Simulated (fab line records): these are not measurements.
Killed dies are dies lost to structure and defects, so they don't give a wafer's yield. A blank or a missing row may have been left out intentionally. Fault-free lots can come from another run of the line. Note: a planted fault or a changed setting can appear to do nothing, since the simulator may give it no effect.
Comparing a struck lot with a sound one	flow nandHarc	11 steps out of a route of 1302
Sound: wafers L445.3, L445.4, L445.5. Wafers L454.1, L454.3, L454.6 were the ones struck. At the end, the cause is stated.
For every step that has rows: the tool of each side, followed by ch and its chambers, followed by its first start. Under that, the readings that differ: sound wafers	struck wafers	difference of the means	sigmas: that difference in standard deviations of wafers without a fault.
alike: words and numbers the same on both sides, and readings whose means are apart by under 2 such deviations; not compared: readings that were withheld, readings missing a value for some wafer, numbers with overlapping values and no deviation given by the record, and bounds like >300 which may hide the same value.
A row with sigmas, a row that says differs or no value, or rows on one side alone: a step with any of these is where the two part. Numbers that have no deviation but don't overlap get no sigmas and don't part them. A reading that every wafer of one side lacks parts them only if that side has two wafers or more.

first, 9 steps without rows for these wafers: NHARC_A_STAIRCASE_DEHYDRATE_433 (time 120 s); NHARC_A_STAIRCASE_HMDS_434 (time 30 s); NHARC_A_STAIRCASE_COAT_435; NHARC_A_STAIRCASE_SOFTBAKE_436 (time 170 s); NHARC_A_STAIRCASE_EBR_437; NHARC_A_STAIRCASE_EXPOSE_438 (exposes mask STAIR REV); NHARC_A_STAIRCASE_PEB_439 (peb time 130 s); NHARC_A_STAIRCASE_DEVELOP_440 (time 140 s); NHARC_A_STAIRCASE_HARDBAKE_442 (time 140 s).
NHARC_A_STAIRCASE_DESCUM_443: chemistry O2, time 3 s.
  sound on rieDiel-13 ch 1,2, day 23 08:02; struck on rieDiel-13 ch 1,2, day 27 02:17
  alike: drypumpMotorCurrentA, oesProductAu, rfVppV, showerheadPlenumPTorr, throttleValvePct
  not compared: rfHoursCounterH
NHARC_A_STAIRCASE_ETCH_444: etches the open film in C4F8/O2, target depth 20400 nm, time 6800 s.
  sound on rieDiel-13 ch 1,2, day 23 08:10; struck on rieDiel-13 ch 0,1,3, day 27 03:18
reading	sound	struck	difference	sigmas
runLengthS (s)	6821.2 6820.8 6821.3	8463.2 8463.3 8462.8	+1642.0	+99 or more
  alike: oesProductAu, rfVppV
  not compared: rfHoursCounterH

== WHERE THEY PART ==
Within this record, at NHARC_A_STAIRCASE_ETCH_444 only.

WHY: what had been put in by the simulator
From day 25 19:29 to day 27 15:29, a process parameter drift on rieDiel-13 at NHARC_A_STAIRCASE_ETCH_444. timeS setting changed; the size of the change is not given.
